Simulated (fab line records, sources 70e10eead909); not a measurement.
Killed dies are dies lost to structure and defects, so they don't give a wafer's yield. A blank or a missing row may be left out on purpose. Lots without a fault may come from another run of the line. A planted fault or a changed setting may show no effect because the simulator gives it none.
Chamber matching | flow nand_harc | NHARC_A_SGD_CUT_ETCH_58 on rie_diel-08: 4 sister chambers
The step etches the open film in CF4, target depth 39 nm, time 65 s. 18 wafers are shown with their chamber, then 9 later ones without.

WAFERS WITH THEIR CHAMBER
wafer  | chamber | rf_vpp_V (V) | oes_product_au (a.u.) | throttle_valve_pct (%)
L076.1 | 3       | 151.6        | 0.988                 | 13.274
L076.2 | 0       | 150.1        | 0.999                 | 13.282
L076.6 | 0       | 149.5        | 0.997                 | 13.290
L080.1 | 3       | 151.6        | 0.987                 | 13.282
L080.2 | 0       | 149.7        | 0.995                 | 13.270
L080.3 | 2       | 151.7        | 0.984                 | 13.281
L082.3 | 0       | 148.8        | 0.999                 | 13.283
L082.4 | 3       | 150.0        | 0.989                 | 13.282
L082.5 | 2       | 152.8        | 0.978                 | 13.280
L084.2 | 2       | 150.9        | 0.972                 | 13.278
L084.4 | 1       | 152.0        | 0.979                 | 13.292
L084.6 | 3       | 150.2        | 0.975                 | 13.291
L090.3 | 1       | 152.3        | 0.989                 | 13.285
L090.4 | 3       | 150.1        | 0.985                 | 13.284
L090.6 | 1       | 152.8        | 1.003                 | 13.269
L089.1 | 0       | 151.4        | 0.977                 | 13.286
L089.3 | 2       | 151.6        | 0.984                 | 13.282
L089.5 | 0       | 150.7        | 0.984                 | 13.293

SIGNATURES (means of the wafers above)
reading            | chamber 0 | chamber 1 | chamber 2 | chamber 3 | scatter within a chamber
rf_vpp_V           | 150.033   | 152.367   | 151.750   | 150.700   | 0.808
oes_product_au     | 0.99183   | 0.99033   | 0.97950   | 0.98480   | 0.00819
throttle_valve_pct | 13.28400  | 13.28200  | 13.28025  | 13.28260  | 0.00735
Rule: a wafer's distance from a chamber is the root of the sum, over the readings, of the square of ((its reading less the chamber's mean) divided by the reading's scatter). The wafer belongs to the nearest chamber; if the next one is less than 2 further off, it can't be placed. The scatter: the root of (the sum of the squares of (reading less its chamber's mean) over the shown wafers, divided by (wafers less chambers)).

WAFERS WITHOUT THEIR CHAMBER
wafer  | rf_vpp_V (V) | oes_product_au (a.u.) | throttle_valve_pct (%)
L092.1 | 151.2        | 0.997                 | 13.311
L092.3 | 149.9        | 0.994                 | 13.297
L092.5 | 152.9        | 1.000                 | 13.286
L093.4 | 150.6        | 0.986                 | 13.274
L093.5 | 151.8        | 0.996                 | 13.273
L093.6 | 152.3        | 0.995                 | 13.290
L096.2 | 152.6        | 0.991                 | 13.282
L096.5 | 150.8        | 0.988                 | 13.281
L096.6 | 154.3        | 0.990                 | 13.284

WHICH CHAMBER EACH WENT THROUGH
wafer  | from the rows above               | in truth
L092.1 | can't be placed: 0 or 3 or 1 or 2 | 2
L092.3 | can't be placed: 0 or 3 or 2 or 1 | 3
L092.5 | can't be placed: 1 or 2 or 3      | 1
L093.4 | can't be placed: 3 or 0 or 2 or 1 | 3
L093.5 | can't be placed: 1 or 2 or 3 or 0 | 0
L093.6 | can't be placed: 1 or 2 or 3 or 0 | 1
L096.2 | can't be placed: 1 or 2           | 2
L096.5 | can't be placed: 3 or 0 or 2 or 1 | 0
L096.6 | can't be placed: 1 or 2           | 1
Placed correctly: 0 of 9. Can't be placed from these rows: 9 (the true chamber is among the candidates in 9). Placed wrongly: 0.
